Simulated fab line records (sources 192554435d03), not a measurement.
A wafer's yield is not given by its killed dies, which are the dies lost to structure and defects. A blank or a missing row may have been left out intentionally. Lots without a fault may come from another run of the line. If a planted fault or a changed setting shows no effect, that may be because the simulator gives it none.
Which tool was responsible? | flow n5 finfet | 8 lots with 21 wafers sampled at 7 steps, on a route of 1938 steps

== WHAT EACH GAUGE READ, for each wafer ==
N5_BEOL_M0_CUTY_OVL_MEAS_58.
lot  | measured     | on         | M0_ABLK_OVL (nm)
L884 | day 6 04:07  | overlay-02 | 0.0 0.2 0.2
L897 | day 9 16:52  | overlay-01 | -0.1 0.7 0.4
L898 | day 9 20:18  | overlay-01 | 0.0 -1.3 0.1
L901 | day 10 11:55 | overlay-02 | -0.4 0.0
L902 | day 11 06:03 | overlay-02 | 0.9 0.5
L903 | day 11 10:56 | overlay-02 | 0.1 1.8 0.0
L904 | day 11 13:43 | overlay-01 | -0.8 -1.3 -1.3
L905 | day 11 20:32 | overlay-02 | 0.5 0.1

N5_BEOL_M0_OCD_MEAS_108.
lot  | measured     | on     | trench depth nm (nm)
L884 | day 7 03:31  | ocd-01 | 31.9 32.5 32.2
L897 | day 9 18:17  | ocd-02 | 0.1 0 0.2
L898 | day 9 23:20  | ocd-01 | 0 0 0
L901 | day 11 01:26 | ocd-01 | 33.3 32.0
L902 | day 11 10:29 | ocd-01 | 32.4 33.0
L903 | day 11 13:10 | ocd-02 | 32.2 32.1 32.4
L904 | day 11 18:14 | ocd-01 | 31.3 31.8 33.1
L905 | day 11 22:22 | ocd-01 | 33.1 33.6

N5_BEOL_M4_RC_MEAS_101.
lot  | measured     | on        | DIBL_N (mV/V)  | DIBL_P (mV/V)  | IOFF_N (nA/um) | IOFF_P (nA/um) | ION_N (uA/um) | ION_P (uA/um) | SS_N (mV/dec)  | SS_P (mV/dec)  | VT_N (mV)   | VT_P (mV)
L884 | day 16 11:36 | prober-01 | 35.1 35.5 35.7 | 33.8 34.0 34.8 | 0.14 0.16 0.15 | 0.18 0.19 0.19 | 665 670 668   | 460 458 456   | 70.7 71.3 70.7 | 72.5 72.5 72.8 | 251 248 248 | -252 -252 -250
L901 | day 19 02:43 | prober-01 | 38.3 33.9      | 38.7 33.4      | 0.21 0.12      | 0.26 0.17      | 685 672       | 470 462       | 71.5 70.7      | 73.5 72.6      | 246 252     | -245 -253
L902 | day 20 04:23 | prober-01 | 37.8 35.0      | 36.4 33.0      | 0.16 0.11      | 0.20 0.16      | 659 663       | 456 457       | 72.2 71.0      | 74.3 72.4      | 248 254     | -253 -254
L903 | day 19 04:35 | prober-01 | 37.5 35.8 38.9 | 36.4 35.5 38.6 | 0.16 0.14 0.19 | 0.21 0.20 0.24 | 662 659 670   | 455 462 460   | 71.3 70.8 71.8 | 73.1 73.3 73.6 | 249 252 248 | -249 -251 -247
L904 | day 20 05:26 | prober-02 | 35.9 35.6 33.5 | 35.3 34.6 32.1 | 0.15 0.13 0.10 | 0.19 0.19 0.15 | 686 659 648   | 472 458 450   | 71.0 71.7 71.4 | 72.7 72.8 72.0 | 247 251 256 | -250 -251 -255
L905 | day 20 12:02 | prober-01 | 38.3 38.3      | 39.7 39.2      | 0.23 0.22      | 0.28 0.27      | 708 685       | 480 465       | 71.9 71.4      | 73.8 74.4      | 243 244     | -245 -244

== EACH LOT AND THE TOOL THAT RAN IT (in order: tool; ch and the chambers of the sampled wafers; start) ==
lot  | N5_BEOL_M0_CUTY_ETCH_62           | N5_BEOL_M0_ETCH_138               | N5_BEOL_M0_ETCH_128                | N5_BEOL_M0_TRENCH_ETCH_107
L884 | rie diel-06 ch 0,1,3, day 6 04:12 | rie diel-06 ch 0,1,3, day 6 04:22 | rie diel-03 ch 2,3, day 7 03:22    | rie diel-03 ch 2,3, day 7 03:25
L897 | rie diel-06 ch 0,2, day 9 16:58   | rie diel-06 ch 0,2, day 9 17:08   | rie diel-02 ch 0,3, day 9 18:08    | rie diel-02 ch 0,3, day 9 18:10
L898 | rie diel-03 ch 1,2, day 9 20:23   | rie diel-03 ch 1,2, day 9 20:34   | rie diel-02 ch 0,1,2, day 9 23:11  | rie diel-02 ch 0,1,2, day 9 23:14
L901 | rie diel-03 ch 1,2, day 10 12:20  | rie diel-03 ch 1,2, day 10 12:30  | rie diel-03 ch 1,3, day 11 01:17   | rie diel-03 ch 1,3, day 11 01:20
L902 | rie diel-06 ch 0,2, day 11 06:19  | rie diel-06 ch 0,2, day 11 06:29  | rie diel-06 ch 0,2, day 11 10:20   | rie diel-06 ch 0,2, day 11 10:23
L903 | rie diel-03 ch 0,3, day 11 11:22  | rie diel-03 ch 0,3, day 11 11:32  | rie diel-06 ch 1,2,3, day 11 13:01 | rie diel-06 ch 1,2,3, day 11 13:04
L904 | rie diel-03 ch 1,3, day 11 14:05  | rie diel-03 ch 1,3, day 11 14:15  | rie diel-02 ch 0,1,3, day 11 18:05 | rie diel-02 ch 0,1,3, day 11 18:08
L905 | rie diel-03 ch 1,2, day 11 20:38  | rie diel-03 ch 1,2, day 11 20:48  | rie diel-03 ch 0,1, day 11 22:13   | rie diel-03 ch 0,1, day 11 22:16
- N5_BEOL_M0_CUTY_ETCH_62: etches SiARC in CF4, time 58.5 s.
- N5_BEOL_M0_ETCH_138: etches SiCN in CH3F/O2, target depth 12 nm, time 31.6 s.
- N5_BEOL_M0_ETCH_128: etches SiCN in CF4/N2, target depth 12 nm, overetch 5.1 nm, time 21.4 s.
- N5_BEOL_M0_TRENCH_ETCH_107: etches SiOC in C4F6/O2, target depth 32.8 nm, time 16.4 s.

== WHAT THE TOOLS THEMSELVES READ (means of the sampled wafers that have a number; where no wafer has one, the mark that the record gives instead) ==
N5_BEOL_M0_CUTY_ETCH_62.
lot  | tool        | bias w (W) | cf4 flow sccm (sccm) | drypump motor current A (A) | etch rf on time s (s) | oes product au (a.u.) | rf vpp V (V) | showerhead plenum p Torr (Torr) | throttle valve pct (%)
L884 | rie diel-06 | 35.87      | 99.72                | 5.7                         | 58.7                  | 0.62                  | 183.6        | 2.11                            | 15.79
L897 | rie diel-06 | 35.92      | 100.23               | 5.1                         | 58.0                  | 0.75                  | 184.6        | 2.17                            | 15.53
L898 | rie diel-03 | 36.04      | 99.87                | 5.6                         | 58.3                  | 0.64                  | 184.9        | 2.16                            | 15.49
L901 | rie diel-03 | 35.98      | 100.01               | 5.7                         | 58.0                  | 0.62                  | 183.9        | 2.13                            | 15.53
L902 | rie diel-06 | 36.02      | 99.90                | 5.1                         | 58.3                  | 0.70                  | 184.1        | 2.16                            | 15.70
L903 | rie diel-03 | 35.93      | 100.13               | 6.1                         | 59.6                  | 0.60                  | 183.3        | 2.10                            | 15.86
L904 | rie diel-03 | 35.90      | 100.21               | 5.8                         | 57.0                  | 0.61                  | 182.6        | 2.10                            | 15.75
L905 | rie diel-03 | 35.91      | 99.83                | 5.7                         | 57.9                  | 0.62                  | 185.1        | 2.13                            | 15.54

N5_BEOL_M0_ETCH_138.
lot  | tool        | CH3F_flow_sccm (sccm) | O2_flow_sccm (sccm) | drypump motor current A (A) | etch rf on time s (s) | oes product au (a.u.) | rf vpp V (V) | showerhead plenum p Torr (Torr) | throttle valve pct (%)
L884 | rie diel-06 | 30.03                 | 19.99               | 5.7                         | 29.7                  | 0.62                  | 296.3        | 1.97                            | 16.51
L897 | rie diel-06 | -                     | -                   | -                           | -                     | -                     | -            | -                               | -
L898 | rie diel-03 | -                     | -                   | -                           | -                     | -                     | -            | -                               | -
L901 | rie diel-03 | 30.02                 | 19.91               | 5.7                         | 29.5                  | 0.62                  | 296.9        | 1.99                            | 16.21
L902 | rie diel-06 | 30.04                 | 20.02               | 5.0                         | 29.6                  | 0.70                  | 297.6        | 2.01                            | 16.37
L903 | rie diel-03 | 30.02                 | 19.98               | 6.1                         | 30.7                  | 0.60                  | 296.4        | 1.95                            | 16.52
L904 | rie diel-03 | 29.91                 | 19.98               | 5.8                         | 30.0                  | 0.60                  | 296.1        | 1.95                            | 16.40
L905 | rie diel-03 | 30.02                 | 20.01               | 5.7                         | 29.3                  | 0.62                  | 296.3        | 1.98                            | 16.23

N5_BEOL_M0_ETCH_128.
lot  | tool        | bias w (W) | cf4 flow sccm (sccm) | drypump motor current A (A) | oes product au (a.u.) | rf vpp V (V) | showerhead plenum p Torr (Torr) | throttle valve pct (%)
L884 | rie diel-03 | 69.93      | 60.19                | 6.0                         | 0.50                  | 379.8        | 2.11                            | 15.49
L897 | rie diel-02 | 70.01      | 60.04                | 5.6                         | 0.33                  | 383.7        | 2.25                            | 15.31
L898 | rie diel-02 | 70.04      | 59.99                | 6.1                         | 0.33                  | 384.1        | 2.28                            | 15.29
L901 | rie diel-03 | 69.88      | 59.95                | 5.7                         | 0.49                  | 381.2        | 2.19                            | 15.47
L902 | rie diel-06 | 69.93      | 60.14                | 5.0                         | 0.56                  | 381.6        | 2.22                            | 15.50
L903 | rie diel-06 | 69.90      | 60.01                | 5.8                         | 0.55                  | 379.9        | 2.13                            | 15.63
L904 | rie diel-02 | 70.11      | 60.07                | 6.0                         | 0.58                  | 384.5        | 2.27                            | 15.30
L905 | rie diel-03 | 70.16      | 59.95                | 5.8                         | 0.51                  | 382.7        | 2.23                            | 15.49

N5_BEOL_M0_TRENCH_ETCH_107.
lot  | tool        | C4F6_flow_sccm (sccm) | O2_flow_sccm (sccm) | drypump motor current A (A) | oes product au (a.u.) | rf vpp V (V) | showerhead plenum p Torr (Torr) | throttle valve pct (%)
L884 | rie diel-03 | 10.007                | 10.020              | 6.0                         | 0.72                  | 649          | 2.72                            | 20.92
L897 | rie diel-02 | 9.959                 | 10.006              | 5.6                         | 0.89                  | 695          | 2.91                            | 20.86
L898 | rie diel-02 | 10.003                | 10.006              | 6.1                         | 0.87                  | 685          | 2.93                            | 20.78
L901 | rie diel-03 | 10.005                | 10.008              | 5.7                         | 0.72                  | 656          | 2.82                            | 20.82
L902 | rie diel-06 | 9.962                 | 10.028              | 5.0                         | 0.81                  | 669          | 2.86                            | 20.92
L903 | rie diel-06 | 10.012                | 10.011              | 5.7                         | 0.79                  | 664          | 2.74                            | 21.08
L904 | rie diel-02 | 10.021                | 9.984               | 6.0                         | 0.82                  | 691          | 2.93                            | 20.78
L905 | rie diel-03 | 9.986                 | 10.011              | 5.8                         | 0.74                  | 677          | 2.88                            | 20.83

== THE ANSWER, worked out from the rows above alone ==
Rule: what is usual is taken from the lots themselves. Put in order of their means at a reading, lots are off if they are a third of the lots or fewer, leave a main group of 4 or more, and stand apart from it by a gap of 3 or more times the standard deviation of the main group's means; of several such gaps the widest counts. If all means in a main group match to the digits the tables above print for the reading, that group is not used. A lot without any number at a reading at which 4 lots or more have one is off too. Any other lot the step has rows for is counted as sound. Order of review: gauges by route order, followed by the tools' own readings, for which a lot's mean as printed above is used. The first step at which some lot is off is used, and at that step the reading that is off furthest; a lot without a number counts as furthest.
Off, at N5_BEOL_M0_OCD_MEAS_108 on trench depth nm: L897, L898. For the main group the mean is 32.5 nm and the standard deviation 0.43.
A tool fits if, at a process step before that reading, it ran every lot that is off, and no sound lot after the first of them. The gauges at N5_BEOL_M0_OCD_MEAS_108 aren't tried: what is off there is off at N5_BEOL_M0_ETCH_138 too, on other tools, and a gauge's error can't cause that. None of those tried fits.

== WHAT THE SIMULATOR HAD PUT IN ==
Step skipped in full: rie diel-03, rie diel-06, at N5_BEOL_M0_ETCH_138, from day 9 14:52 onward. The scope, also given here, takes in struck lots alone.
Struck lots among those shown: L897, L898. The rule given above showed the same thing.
